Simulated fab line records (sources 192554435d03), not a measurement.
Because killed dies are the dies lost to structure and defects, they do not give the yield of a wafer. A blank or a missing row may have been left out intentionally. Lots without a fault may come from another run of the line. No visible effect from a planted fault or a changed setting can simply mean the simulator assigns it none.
What tool caused it? || flow n5 finfet || 10 lots with 30 wafers sampled at 5 steps, on a route of 1938 steps

== WHAT THE GAUGES READ, wafer by wafer ==
N5_BEOL_M4_RC_MEAS_101. Usual: DIBL_N 36.7 mV/V, standard deviation 1.8; DIBL_P 37.0 mV/V, standard deviation 2.4; IOFF_N 0.17 nA/um, standard deviation 0.036; IOFF_P 0.22 nA/um, standard deviation 0.042; ION_N 673 uA/um, standard deviation 12; ION_P 462 uA/um, standard deviation 8.5; RS_SD_P 65.8 ohm/sq, standard deviation 1; SS_N 71.7 mV/dec, standard deviation 0.62; SS_P 73.4 mV/dec, standard deviation 0.65; VT_N 250 mV, standard deviation 3.7; VT_P -250 mV, standard deviation 3.7.
{"lot": "L600", "measured": "day 8 22:50", "on": "prober-01", "DIBL_N (mV/V)": "38.0 36.5 37.5", "DIBL_P (mV/V)": "39.7 37.5 39.1", "IOFF_N (nA/um)": "0.19 0.16 0.18", "IOFF_P (nA/um)": "0.24 0.20 0.23", "ION_N (uA/um)": "682 676 678", "ION_P (uA/um)": "462 460 458", "RS_SD_P (ohm/sq)": "65.1 64.9 65.3", "SS_N (mV/dec)": "72.3 71.0 71.5", "SS_P (mV/dec)": "73.6 73.5 74.0", "VT_N (mV)": "247 250 248", "VT_P (mV)": "-250 -252 -251", "flag": ""}
{"lot": "L601", "measured": "day 8 20:34", "on": "prober-02", "DIBL_N (mV/V)": "38.5 38.2 37.8", "DIBL_P (mV/V)": "39.0 39.0 37.4", "IOFF_N (nA/um)": "0.19 0.21 0.19", "IOFF_P (nA/um)": "0.25 0.24 0.22", "ION_N (uA/um)": "671 675 667", "ION_P (uA/um)": "461 460 457", "RS_SD_P (ohm/sq)": "66.0 66.2 65.3", "SS_N (mV/dec)": "71.5 71.9 72.0", "SS_P (mV/dec)": "73.3 74.6 73.4", "VT_N (mV)": "250 245 250", "VT_P (mV)": "-250 -250 -249", "flag": ""}
{"lot": "L605", "measured": "day 9 12:34", "on": "prober-01", "DIBL_N (mV/V)": "37.7 34.6 35.9", "DIBL_P (mV/V)": "38.4 34.7 35.1", "IOFF_N (nA/um)": "0.17 0.13 0.14", "IOFF_P (nA/um)": "0.21 0.16 0.17", "ION_N (uA/um)": "670 671 655", "ION_P (uA/um)": "455 456 447", "RS_SD_P (ohm/sq)": "65.6 65.2 65.8", "SS_N (mV/dec)": "72.2 71.1 71.1", "SS_P (mV/dec)": "73.5 72.0 73.6", "VT_N (mV)": "251 252 252", "VT_P (mV)": "-253 -255 -254", "flag": ""}
{"lot": "L611", "measured": "day 10 21:02", "on": "prober-02", "DIBL_N (mV/V)": "37.4 36.3 37.2", "DIBL_P (mV/V)": "38.0 37.2 36.4", "IOFF_N (nA/um)": "0.18 0.16 0.16", "IOFF_P (nA/um)": "0.25 0.24 0.21", "ION_N (uA/um)": "675 687 689", "ION_P (uA/um)": "463 476 470", "RS_SD_P (ohm/sq)": "62.8 63.3 66.9", "SS_N (mV/dec)": "71.5 71.8 71.9", "SS_P (mV/dec)": "74.1 73.4 73.1", "VT_N (mV)": "248 249 248", "VT_P (mV)": "-249 -248 -250", "flag": ""}
{"lot": "L614", "measured": "day 12 16:13", "on": "prober-01", "DIBL_N (mV/V)": "36.7 35.1 37.1", "DIBL_P (mV/V)": "38.6 35.9 38.7", "IOFF_N (nA/um)": "0.16 0.14 0.19", "IOFF_P (nA/um)": "0.23 0.18 0.23", "ION_N (uA/um)": "667 662 691", "ION_P (uA/um)": "458 453 466", "RS_SD_P (ohm/sq)": "66.0 65.3 65.4", "SS_N (mV/dec)": "71.5 72.0 71.7", "SS_P (mV/dec)": "74.3 74.2 74.5", "VT_N (mV)": "250 252 245", "VT_P (mV)": "-251 -257 -253", "flag": ""}
{"lot": "L615", "measured": "day 12 05:52", "on": "prober-02", "DIBL_N (mV/V)": "38.3 36.7 38.1", "DIBL_P (mV/V)": "41.0 38.9 40.2", "IOFF_N (nA/um)": "0.20 0.19 0.22", "IOFF_P (nA/um)": "0.29 0.27 0.29", "ION_N (uA/um)": "686 693 693", "ION_P (uA/um)": "484 477 479", "RS_SD_P (ohm/sq)": "67.5 67.0 67.5", "SS_N (mV/dec)": "72.5 71.0 71.9", "SS_P (mV/dec)": "74.2 73.6 73.2", "VT_N (mV)": "246 246 241", "VT_P (mV)": "-244 -244 -246", "flag": ""}
{"lot": "L617", "measured": "day 12 18:59", "on": "prober-02", "DIBL_N (mV/V)": "39.3 40.1 37.9", "DIBL_P (mV/V)": "41.1 41.8 40.0", "IOFF_N (nA/um)": "0.23 0.24 0.21", "IOFF_P (nA/um)": "0.29 0.32 0.28", "ION_N (uA/um)": "690 694 692", "ION_P (uA/um)": "478 473 478", "RS_SD_P (ohm/sq)": "66.5 63.9 65.5", "SS_N (mV/dec)": "71.9 72.3 72.5", "SS_P (mV/dec)": "73.8 74.4 74.2", "VT_N (mV)": "243 243 243", "VT_P (mV)": "-244 -242 -242", "flag": ""}
{"lot": "L619", "measured": "day 13 12:44", "on": "prober-02", "DIBL_N (mV/V)": "39.0 38.3 39.3", "DIBL_P (mV/V)": "38.1 37.9 38.2", "IOFF_N (nA/um)": "0.20 0.18 0.21", "IOFF_P (nA/um)": "0.21 0.22 0.22", "ION_N (uA/um)": "679 678 677", "ION_P (uA/um)": "459 469 456", "RS_SD_P (ohm/sq)": "65.5 64.4 64.7", "SS_N (mV/dec)": "72.0 72.0 72.1", "SS_P (mV/dec)": "72.6 73.0 73.0", "VT_N (mV)": "248 247 248", "VT_P (mV)": "-252 -251 -249", "flag": ""}
{"lot": "L620", "measured": "day 13 12:33", "on": "prober-01", "DIBL_N (mV/V)": "35.7 36.7 32.1", "DIBL_P (mV/V)": "34.9 36.2 30.0", "IOFF_N (nA/um)": "0.15 0.17 0.10", "IOFF_P (nA/um)": "0.19 0.22 0.14", "ION_N (uA/um)": "678 686 662", "ION_P (uA/um)": "461 464 456", "RS_SD_P (ohm/sq)": "64.4 64.5 65.9", "SS_N (mV/dec)": "71.4 71.0 70.7", "SS_P (mV/dec)": "73.1 73.8 72.4", "VT_N (mV)": "251 250 256", "VT_P (mV)": "-249 -249 -255", "flag": ""}
{"lot": "L623", "measured": "day 15 19:44", "on": "prober-01", "DIBL_N (mV/V)": "36.6 36.8 35.9", "DIBL_P (mV/V)": "36.4 35.9 35.0", "IOFF_N (nA/um)": "0.15 0.16 0.14", "IOFF_P (nA/um)": "0.19 0.20 0.18", "ION_N (uA/um)": "669 682 670", "ION_P (uA/um)": "454 464 455", "RS_SD_P (ohm/sq)": "67.1 67.7 67.9", "SS_N (mV/dec)": "71.8 71.9 71.6", "SS_P (mV/dec)": "72.8 73.6 73.4", "VT_N (mV)": "251 248 251", "VT_P (mV)": "-252 -253 -254", "flag": ""}

== WHICH TOOL RAN EACH LOT (tool, then ch and the chambers of the sampled wafers, then the start) ==
{"lot": "L600", "N5_SD_EPI_P_EPI_21": "epi rpcvd-03 ch 0, day 3 07:26", "N5_BEOL_M4_SPUTTER_48": "pvd sputter-03, day 8 19:05", "N5_BEOL_M4_ANNEAL_49": "pvd sputter-03, day 8 19:10", "N5_BEOL_M4_ANNEAL_95": "pvd sputter-03, day 8 20:43"}
{"lot": "L601", "N5_SD_EPI_P_EPI_21": "epi rpcvd-04 ch 0, day 3 14:02", "N5_BEOL_M4_SPUTTER_48": "pvd sputter-01, day 8 17:27", "N5_BEOL_M4_ANNEAL_49": "pvd sputter-01, day 8 17:32", "N5_BEOL_M4_ANNEAL_95": "pvd sputter-01, day 8 19:04"}
{"lot": "L605", "N5_SD_EPI_P_EPI_21": "epi rpcvd-04 ch 0, day 4 13:08", "N5_BEOL_M4_SPUTTER_48": "pvd sputter-03, day 9 09:39", "N5_BEOL_M4_ANNEAL_49": "pvd sputter-03, day 9 09:44", "N5_BEOL_M4_ANNEAL_95": "pvd sputter-03, day 9 11:16"}
{"lot": "L611", "N5_SD_EPI_P_EPI_21": "epi rpcvd-04 ch 0, day 6 00:40", "N5_BEOL_M4_SPUTTER_48": "pvd sputter-03, day 10 18:10", "N5_BEOL_M4_ANNEAL_49": "pvd sputter-03, day 10 18:14", "N5_BEOL_M4_ANNEAL_95": "pvd sputter-03, day 10 19:47"}
{"lot": "L614", "N5_SD_EPI_P_EPI_21": "epi rpcvd-03 ch 0, day 6 18:29", "N5_BEOL_M4_SPUTTER_48": "pvd sputter-03, day 12 13:18", "N5_BEOL_M4_ANNEAL_49": "pvd sputter-03, day 12 13:23", "N5_BEOL_M4_ANNEAL_95": "pvd sputter-03, day 12 14:55"}
{"lot": "L615", "N5_SD_EPI_P_EPI_21": "epi rpcvd-03 ch 0, day 7 01:31", "N5_BEOL_M4_SPUTTER_48": "pvd sputter-03, day 12 01:58", "N5_BEOL_M4_ANNEAL_49": "pvd sputter-03, day 12 02:02", "N5_BEOL_M4_ANNEAL_95": "pvd sputter-03, day 12 03:35"}
{"lot": "L617", "N5_SD_EPI_P_EPI_21": "epi rpcvd-02 ch 0, day 7 12:21", "N5_BEOL_M4_SPUTTER_48": "pvd sputter-03, day 12 15:46", "N5_BEOL_M4_ANNEAL_49": "pvd sputter-03, day 12 15:50", "N5_BEOL_M4_ANNEAL_95": "pvd sputter-03, day 12 17:23"}
{"lot": "L619", "N5_SD_EPI_P_EPI_21": "epi rpcvd-02 ch 0, day 8 00:37", "N5_BEOL_M4_SPUTTER_48": "pvd sputter-02, day 13 09:47", "N5_BEOL_M4_ANNEAL_49": "pvd sputter-02, day 13 09:52", "N5_BEOL_M4_ANNEAL_95": "pvd sputter-02, day 13 11:24"}
{"lot": "L620", "N5_SD_EPI_P_EPI_21": "epi rpcvd-03 ch 0, day 8 05:44", "N5_BEOL_M4_SPUTTER_48": "pvd sputter-03, day 13 09:38", "N5_BEOL_M4_ANNEAL_49": "pvd sputter-03, day 13 09:43", "N5_BEOL_M4_ANNEAL_95": "pvd sputter-03, day 13 11:16"}
{"lot": "L623", "N5_SD_EPI_P_EPI_21": "epi rpcvd-02 ch 0, day 9 02:14", "N5_BEOL_M4_SPUTTER_48": "pvd sputter-01, day 15 16:52", "N5_BEOL_M4_ANNEAL_49": "pvd sputter-01, day 15 16:57", "N5_BEOL_M4_ANNEAL_95": "pvd sputter-01, day 15 18:29"}
- N5_SD_EPI_P_EPI_21: deposits SiGe:B, time 355 s.
- N5_BEOL_M4_SPUTTER_48: material Cu, target thk 4.5 nm, time 8.29 s.
- N5_BEOL_M4_ANNEAL_49: time 240 s.
- N5_BEOL_M4_ANNEAL_95: time 240 s.

== AS READ BY THE TOOLS THEMSELVES (means over the sampled wafers that have a number; for cases with no such wafer, the mark the record gives instead) ==
N5_SD_EPI_P_EPI_21. Usual: chamber pressure Torr 20.00 Torr, standard deviation 0.044; susceptor temp C 550.0 C, standard deviation 0.31.
{"lot": "L600", "tool": "epi rpcvd-03", "chamber pressure Torr (Torr)": 20.00, "susceptor temp C (C)": 550.1, "flag": ""}
{"lot": "L601", "tool": "epi rpcvd-04", "chamber pressure Torr (Torr)": 19.99, "susceptor temp C (C)": 550.0, "flag": ""}
{"lot": "L605", "tool": "epi rpcvd-04", "chamber pressure Torr (Torr)": 20.00, "susceptor temp C (C)": 550.1, "flag": ""}
{"lot": "L611", "tool": "epi rpcvd-04", "chamber pressure Torr (Torr)": 19.95, "susceptor temp C (C)": 550.1, "flag": ""}
{"lot": "L614", "tool": "epi rpcvd-03", "chamber pressure Torr (Torr)": 19.95, "susceptor temp C (C)": 550.2, "flag": ""}
{"lot": "L615", "tool": "epi rpcvd-03", "chamber pressure Torr (Torr)": 19.99, "susceptor temp C (C)": 550.0, "flag": ""}
{"lot": "L617", "tool": "epi rpcvd-02", "chamber pressure Torr (Torr)": 20.01, "susceptor temp C (C)": 549.8, "flag": ""}
{"lot": "L619", "tool": "epi rpcvd-02", "chamber pressure Torr (Torr)": 19.95, "susceptor temp C (C)": 550.1, "flag": ""}
{"lot": "L620", "tool": "epi rpcvd-03", "chamber pressure Torr (Torr)": 20.02, "susceptor temp C (C)": 549.8, "flag": ""}
{"lot": "L623", "tool": "epi rpcvd-02", "chamber pressure Torr (Torr)": 19.98, "susceptor temp C (C)": 550.2, "flag": ""}

N5_BEOL_M4_SPUTTER_48. Usual: susceptor temp C -20.00 C, standard deviation 0.11; throttle valve pct 30.4 %, standard deviation 0.99.
{"lot": "L600", "tool": "pvd sputter-03", "susceptor temp C (C)": -19.97, "throttle valve pct (%)": 30.3, "flag": ""}
{"lot": "L601", "tool": "pvd sputter-01", "susceptor temp C (C)": -20.01, "throttle valve pct (%)": 30.1, "flag": ""}
{"lot": "L605", "tool": "pvd sputter-03", "susceptor temp C (C)": -19.92, "throttle valve pct (%)": 30.7, "flag": ""}
{"lot": "L611", "tool": "pvd sputter-03", "susceptor temp C (C)": -20.02, "throttle valve pct (%)": 29.9, "flag": ""}
{"lot": "L614", "tool": "pvd sputter-03", "susceptor temp C (C)": -20.06, "throttle valve pct (%)": 30.6, "flag": ""}
{"lot": "L615", "tool": "pvd sputter-03", "susceptor temp C (C)": -19.97, "throttle valve pct (%)": 30.7, "flag": ""}
{"lot": "L617", "tool": "pvd sputter-03", "susceptor temp C (C)": -19.91, "throttle valve pct (%)": 30.7, "flag": ""}
{"lot": "L619", "tool": "pvd sputter-02", "susceptor temp C (C)": -19.97, "throttle valve pct (%)": 29.1, "flag": ""}
{"lot": "L620", "tool": "pvd sputter-03", "susceptor temp C (C)": -19.99, "throttle valve pct (%)": 30.4, "flag": ""}
{"lot": "L623", "tool": "pvd sputter-01", "susceptor temp C (C)": -19.98, "throttle valve pct (%)": 31.2, "flag": ""}

N5_BEOL_M4_ANNEAL_49. Usual: heater power w 851 W, standard deviation 85; susceptor temp C 400.01 C, standard deviation 0.21.
{"lot": "L600", "tool": "pvd sputter-03", "heater power w (W)": 856, "susceptor temp C (C)": 400.23, "flag": ""}
{"lot": "L601", "tool": "pvd sputter-01", "heater power w (W)": 921, "susceptor temp C (C)": 399.98, "flag": ""}
{"lot": "L605", "tool": "pvd sputter-03", "heater power w (W)": 793, "susceptor temp C (C)": 400.04, "flag": ""}
{"lot": "L611", "tool": "pvd sputter-03", "heater power w (W)": 798, "susceptor temp C (C)": 400.01, "flag": ""}
{"lot": "L614", "tool": "pvd sputter-03", "heater power w (W)": 846, "susceptor temp C (C)": 400.10, "flag": ""}
{"lot": "L615", "tool": "pvd sputter-03", "heater power w (W)": 791, "susceptor temp C (C)": 400.07, "flag": ""}
{"lot": "L617", "tool": "pvd sputter-03", "heater power w (W)": 788, "susceptor temp C (C)": 400.04, "flag": ""}
{"lot": "L619", "tool": "pvd sputter-02", "heater power w (W)": 851, "susceptor temp C (C)": 399.82, "flag": ""}
{"lot": "L620", "tool": "pvd sputter-03", "heater power w (W)": 844, "susceptor temp C (C)": 400.15, "flag": ""}
{"lot": "L623", "tool": "pvd sputter-01", "heater power w (W)": 895, "susceptor temp C (C)": 400.14, "flag": ""}

N5_BEOL_M4_ANNEAL_95. Usual: heater power w 849 W, standard deviation 85; susceptor temp C 400.03 C, standard deviation 0.21.
{"lot": "L600", "tool": "pvd sputter-03", "heater power w (W)": 849, "susceptor temp C (C)": 400.22, "flag": ""}
{"lot": "L601", "tool": "pvd sputter-01", "heater power w (W)": 915, "susceptor temp C (C)": 399.84, "flag": ""}
{"lot": "L605", "tool": "pvd sputter-03", "heater power w (W)": 791, "susceptor temp C (C)": 400.16, "flag": ""}
{"lot": "L611", "tool": "pvd sputter-03", "heater power w (W)": 799, "susceptor temp C (C)": 400.17, "flag": ""}
{"lot": "L614", "tool": "pvd sputter-03", "heater power w (W)": 834, "susceptor temp C (C)": 400.05, "flag": ""}
{"lot": "L615", "tool": "pvd sputter-03", "heater power w (W)": 780, "susceptor temp C (C)": 399.98, "flag": ""}
{"lot": "L617", "tool": "pvd sputter-03", "heater power w (W)": 771, "susceptor temp C (C)": 399.89, "flag": ""}
{"lot": "L619", "tool": "pvd sputter-02", "heater power w (W)": 848, "susceptor temp C (C)": 400.17, "flag": ""}
{"lot": "L620", "tool": "pvd sputter-03", "heater power w (W)": 838, "susceptor temp C (C)": 400.06, "flag": ""}
{"lot": "L623", "tool": "pvd sputter-01", "heater power w (W)": 885, "susceptor temp C (C)": 399.82, "flag": ""}

== THE ANSWER, worked out from the rows above alone ==
Rule: a lot counts as off when the mean over its wafers that have a number is more than 3 standard deviations away from the usual mean. Also off: a lot with no number at a reading for which 4 or more lots have one. Any other lot the step has rows for is counted as sound. After the gauges, taken in route order, come the tools' own readings; for these a lot's mean is taken, as printed above. The first step at which some lot is off is used, and at that step the reading that is off furthest; a lot without a number counts as furthest.
No lot is off on any of the readings shown, so nothing can be concluded from this.

== WHAT THE SIMULATOR PUT IN ==
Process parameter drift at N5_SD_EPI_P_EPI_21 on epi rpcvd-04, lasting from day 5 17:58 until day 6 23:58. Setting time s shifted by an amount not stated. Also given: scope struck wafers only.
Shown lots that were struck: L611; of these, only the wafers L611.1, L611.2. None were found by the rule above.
